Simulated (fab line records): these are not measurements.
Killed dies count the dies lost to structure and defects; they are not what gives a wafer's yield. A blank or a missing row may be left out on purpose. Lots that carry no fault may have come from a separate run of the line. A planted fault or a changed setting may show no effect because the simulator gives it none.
Which tool was responsible?	flow n5 finfet	at 1 step of a route of 1938, 24 lots with 72 wafers sampled

== WHAT THE GAUGES READ, wafer by wafer ==
N5_PMOS_HMC_CHANNEL_EPI_THK_MEAS_22. Usual: HMC_CMP_THK gives 53.0 nm (standard deviation 1.4).
lot	measured	on	HMC_CMP_THK (nm)	flag
L074	day 1 20:23	film metro-01	53.3 52.2 53.7	
L075	day 2 01:42	film metro-02	53.5 52.2 52.9	
L076	day 2 07:32	film metro-02	54.4 50.7 54.0	
L077	day 2 15:03	film metro-02	52.8 53.5 52.8	
L078	day 2 21:19	film metro-02	51.2 54.5 51.9	
L079	day 3 01:50	film metro-02	54.7 51.8 52.6	
L080	day 3 08:32	film metro-02	54.6 51.1 52.7	
L082	day 3 19:59	film metro-02	51.2 54.7 54.4	
L081	day 3 20:15	film metro-01	52.1 53.4 51.0	
L083	day 4 02:05	film metro-02	54.3 51.0 51.6	
L084	day 4 07:59	film metro-01	54.7 52.8 50.8	
L085	day 4 13:55	film metro-01	52.5 52.1 52.1	
L086	day 4 20:20	film metro-01	53.8 51.2 54.7	
L087	day 5 02:11	film metro-02	54.1 54.1 54.4	
L088	day 5 07:39	film metro-02	54.1 54.3 50.8	
L089	day 5 14:19	film metro-01	54.1 51.0 54.2	
L090	day 5 19:52	film metro-02	54.2 52.9 53.2	
L091	day 6 01:52	film metro-02	52.8 53.7 53.8	
L092	day 6 07:43	film metro-02	53.2 53.1 54.1	
L093	day 6 14:39	film metro-01	50.7 52.8 52.3	
L094	day 6 20:21	film metro-02	51.9 51.5 50.5	
L095	day 7 02:24	film metro-01	54.5 55.1 50.7	
L096	day 7 07:46	film metro-01	54.7 54.7 54.5	
L097	day 7 16:02	film metro-01	53.9 53.8 49.7	

== WHICH TOOL RAN EACH LOT (tool, then ch and the chambers of the sampled wafers, then the start) ==
Record: no process step prior to these readings.

== AS READ BY THE TOOLS THEMSELVES (means over the sampled wafers that have a number; for cases with no such wafer, the mark the record gives instead) ==
The record holds no such reading with a usual standard deviation.

== THE ANSWER, worked out from the rows above alone ==
Rule: take the mean of a lot's wafers that have a number; if it is more than 3 standard deviations from the usual mean, the lot is off. A lot without any number at a reading at which 4 lots or more have one is off too. All remaining lots with rows at the step are treated as sound. Order of review: gauges by route order, followed by the tools' own readings, for which a lot's mean as printed above is used. At the first step where some lot is off, the reading lying furthest off is the one used; lots without a number count as furthest.
No lot is off at any reading shown: from this, nothing can be told.

== WHAT THE SIMULATOR HAD PUT IN ==
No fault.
